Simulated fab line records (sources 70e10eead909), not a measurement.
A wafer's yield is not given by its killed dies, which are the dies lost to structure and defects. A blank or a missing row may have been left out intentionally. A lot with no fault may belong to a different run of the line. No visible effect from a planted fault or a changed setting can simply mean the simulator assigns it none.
Problem report, 8D (eight disciplines) form, completed by code :: flow nand harc :: the parts of the form that need people (team, actions taken, sign-off) are left out

1. THE PROBLEM
Wafers without a fault read 31, standard deviation 12; killed at array at NHARC_END_SORT_01 reads a mean of 674 on 6 wafers belonging to 2 lots. Measured from the usual mean, that is +54 standard deviations.
The first sign was on wafer L617.1 at day 22 04:41, on prober-01. At this step, 6 wafers from 2 lots have a number in the record. By rule, "out" or "out of limits" means more than 4 standard deviations away from the usual mean. Any other wafer with a number is counted as sound.

2. WHAT IT IS AND WHAT IT IS NOT
question: which readings at this step
is: killed at array, killed dies
is not: killed at other, killed at periphery, killed open, killed short

question: which lots
is: L617, L618
is not: -

question: which wafers of those lots
is: all that have a number
is not: -

question: read on which gauges
is: prober-01, prober-02
is not: -

question: when
is: from day 22 04:41
is not: up to then (0 sound wafers)

3. THE SUSPECTS, EACH WITH WHAT RULES IT OUT
Counting: a tool at a process step up to the reading stays a suspect if it ran every lot that is out and no sound lot after the first of them.
- the gauge at NHARC_END_SORT_01 is ruled out. The wafers that are out were read on 2 gauges (prober-01, prober-02).
- rie diel-06 at NHARC_A_CONTACT_ETCH_30 (etches the open film in CF4/CHF3, target depth 60.5 nm, time 30.2 s): kept. It ran every lot that is out, first L617 (day 19 17:18), and no sound lot after that.
- rie diel-06 at NHARC_A_CONTACT_ETCH_98 (etches the open film in C4F6/O2, target depth 20 nm, time 10 s): kept. It ran every lot that is out, first L617 (day 22 04:41), and no sound lot after that. NHARC_A_CONTACT_ETCH_98 gives no start for some lots, so the hours and the order of its lots are those of NHARC_END_SORT_01.
After counting, rie diel-06 at NHARC_A_CONTACT_ETCH_30 and rie diel-06 at NHARC_A_CONTACT_ETCH_98 remain.

4. THE CAUSE (what the simulator had put in)
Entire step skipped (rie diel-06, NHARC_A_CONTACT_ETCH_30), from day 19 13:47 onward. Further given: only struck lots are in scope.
2 suspects survive the count, and this tool is in that group.

5. THE CHAIN OF EFFECTS, in route order
One row per reading whose mean, taken over the struck wafers that have a number, lies over 3 standard deviations from the usual. Scope: only readings with a usual standard deviation given in the record; hours: median across lots of the time from each lot's start at the first step in this table that gives one to its start at this step; sigmas: change in usual standard deviations.
hours: 0
step: NHARC_END_SORT_01
reading: killed at array
usual: 31
on struck wafers: 674
change: +643
sigmas: +54

hours: 0
step: NHARC_END_SORT_01
reading: killed dies
usual: 35
on struck wafers: 677
change: +642
sigmas: +54
Readings that are blank on the struck wafers while sound wafers have them: bias w at NHARC_A_CONTACT_ETCH_30; cf4 flow sccm at NHARC_A_CONTACT_ETCH_30; drypump motor current A at NHARC_A_CONTACT_ETCH_30; oes product au at NHARC_A_CONTACT_ETCH_30; rf vpp V at NHARC_A_CONTACT_ETCH_30; showerhead plenum p Torr at NHARC_A_CONTACT_ETCH_30; throttle valve pct at NHARC_A_CONTACT_ETCH_30.

6. WHAT WOULD HAVE CAUGHT IT SOONER
Counted from the fault's start at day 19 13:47, it took 63 hours until the first out-of-limits reading at a measuring or inspecting step in this record, taken at day 22 04:41.
At NHARC_A_CONTACT_ETCH_30 the tool's readings are blank on the struck wafers, where sound wafers have them: an empty tool record is the first sign, and it was there at once.
Each of the lots that are out, 2 in all, had begun NHARC_A_CONTACT_ETCH_30 on rie diel-06 no later than day 22 04:41. Had the tool been put on hold then, not one of them would have been saved.
